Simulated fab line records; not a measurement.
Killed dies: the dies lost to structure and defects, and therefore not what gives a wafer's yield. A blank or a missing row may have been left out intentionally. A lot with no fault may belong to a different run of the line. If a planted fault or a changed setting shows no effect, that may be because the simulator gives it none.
Matching of chambers / flow n5-finfet / N5_SD_EPI_N_DESCUM_14 on rie-diel-06 has 4 sister chambers
The step chemistry O2, time 7.9 s. 16 wafers are shown with their chamber, then 8 later ones without.

## WAFERS PAIRED WITH THEIR CHAMBERS
wafer=L074.2; chamber=3; showerhead-plenum-p-Torr (Torr)=1.99; drypump-motor-current-A (A)=6.6; throttle-valve-pct (%)=20.01
wafer=L074.3; chamber=1; showerhead-plenum-p-Torr (Torr)=2.23; drypump-motor-current-A (A)=6.5; throttle-valve-pct (%)=20.27
wafer=L074.4; chamber=2; showerhead-plenum-p-Torr (Torr)=2.02; drypump-motor-current-A (A)=5.7; throttle-valve-pct (%)=20.37
wafer=L077.2; chamber=2; showerhead-plenum-p-Torr (Torr)=2.02; drypump-motor-current-A (A)=5.7; throttle-valve-pct (%)=20.38
wafer=L077.3; chamber=1; showerhead-plenum-p-Torr (Torr)=2.23; drypump-motor-current-A (A)=6.5; throttle-valve-pct (%)=20.29
wafer=L077.4; chamber=2; showerhead-plenum-p-Torr (Torr)=2.02; drypump-motor-current-A (A)=5.6; throttle-valve-pct (%)=20.37
wafer=L081.3; chamber=2; showerhead-plenum-p-Torr (Torr)=2.01; drypump-motor-current-A (A)=5.6; throttle-valve-pct (%)=20.40
wafer=L081.5; chamber=2; showerhead-plenum-p-Torr (Torr)=2.01; drypump-motor-current-A (A)=5.6; throttle-valve-pct (%)=20.38
wafer=L081.6; chamber=1; showerhead-plenum-p-Torr (Torr)=2.23; drypump-motor-current-A (A)=6.4; throttle-valve-pct (%)=20.29
wafer=L090.2; chamber=3; showerhead-plenum-p-Torr (Torr)=1.98; drypump-motor-current-A (A)=6.6; throttle-valve-pct (%)=20.07
wafer=L090.3; chamber=1; showerhead-plenum-p-Torr (Torr)=2.22; drypump-motor-current-A (A)=6.4; throttle-valve-pct (%)=20.32
wafer=L090.6; chamber=0; showerhead-plenum-p-Torr (Torr)=2.10; drypump-motor-current-A (A)=5.9; throttle-valve-pct (%)=20.28
wafer=L091.1; chamber=1; showerhead-plenum-p-Torr (Torr)=2.22; drypump-motor-current-A (A)=6.4; throttle-valve-pct (%)=20.33
wafer=L091.2; chamber=2; showerhead-plenum-p-Torr (Torr)=2.01; drypump-motor-current-A (A)=5.7; throttle-valve-pct (%)=20.42
wafer=L091.3; chamber=0; showerhead-plenum-p-Torr (Torr)=2.10; drypump-motor-current-A (A)=5.9; throttle-valve-pct (%)=20.28
wafer=L092.2; chamber=3; showerhead-plenum-p-Torr (Torr)=1.97; drypump-motor-current-A (A)=6.6; throttle-valve-pct (%)=20.08

SIGNATURES (means of the wafers above)
reading=showerhead-plenum-p-Torr; chamber 0=2.1000; chamber 1=2.2260; chamber 2=2.0150; chamber 3=1.9800; scatter within a chamber=0.00626
reading=drypump-motor-current-A; chamber 0=5.900; chamber 1=6.440; chamber 2=5.650; chamber 3=6.600; scatter within a chamber=0.0474
reading=throttle-valve-pct; chamber 0=20.2800; chamber 1=20.3000; chamber 2=20.3867; chamber 3=20.0533; scatter within a chamber=0.0245
Rule: for a wafer and a chamber, the distance is found by dividing, reading by reading, the gap between the wafer's reading and the chamber's mean by the reading's scatter, squaring, summing and taking the root. The wafer belongs to the nearest chamber; if the next one is less than 2 further off, it can't be placed. How the scatter is found: for the shown wafers, subtract from each reading the mean of its chamber, square and add these, divide the total by (wafers less chambers), then take the root.

## WAFERS WHOSE CHAMBER IS MISSING
wafer=L092.4; showerhead-plenum-p-Torr (Torr)=2.10; drypump-motor-current-A (A)=5.9; throttle-valve-pct (%)=20.33
wafer=L092.5; showerhead-plenum-p-Torr (Torr)=2.01; drypump-motor-current-A (A)=5.6; throttle-valve-pct (%)=20.43
wafer=L093.1; showerhead-plenum-p-Torr (Torr)=2.10; drypump-motor-current-A (A)=5.9; throttle-valve-pct (%)=20.30
wafer=L093.5; showerhead-plenum-p-Torr (Torr)=2.10; drypump-motor-current-A (A)=5.9; throttle-valve-pct (%)=20.32
wafer=L093.6; showerhead-plenum-p-Torr (Torr)=1.97; drypump-motor-current-A (A)=6.6; throttle-valve-pct (%)=20.10
wafer=L094.1; showerhead-plenum-p-Torr (Torr)=2.00; drypump-motor-current-A (A)=5.6; throttle-valve-pct (%)=20.43
wafer=L094.3; showerhead-plenum-p-Torr (Torr)=1.97; drypump-motor-current-A (A)=6.6; throttle-valve-pct (%)=20.11
wafer=L094.4; showerhead-plenum-p-Torr (Torr)=2.22; drypump-motor-current-A (A)=6.4; throttle-valve-pct (%)=20.34

## WHICH CHAMBER EACH ONE RAN IN
wafer=L092.4; from the rows above=0; in truth=0
wafer=L092.5; from the rows above=2; in truth=2
wafer=L093.1; from the rows above=0; in truth=0
wafer=L093.5; from the rows above=0; in truth=0
wafer=L093.6; from the rows above=3; in truth=3
wafer=L094.1; from the rows above=2; in truth=2
wafer=L094.3; from the rows above=3; in truth=3
wafer=L094.4; from the rows above=1; in truth=1
Correct placement for 8 of the 8. Number that these rows cannot place: 0. 0 placed wrongly.
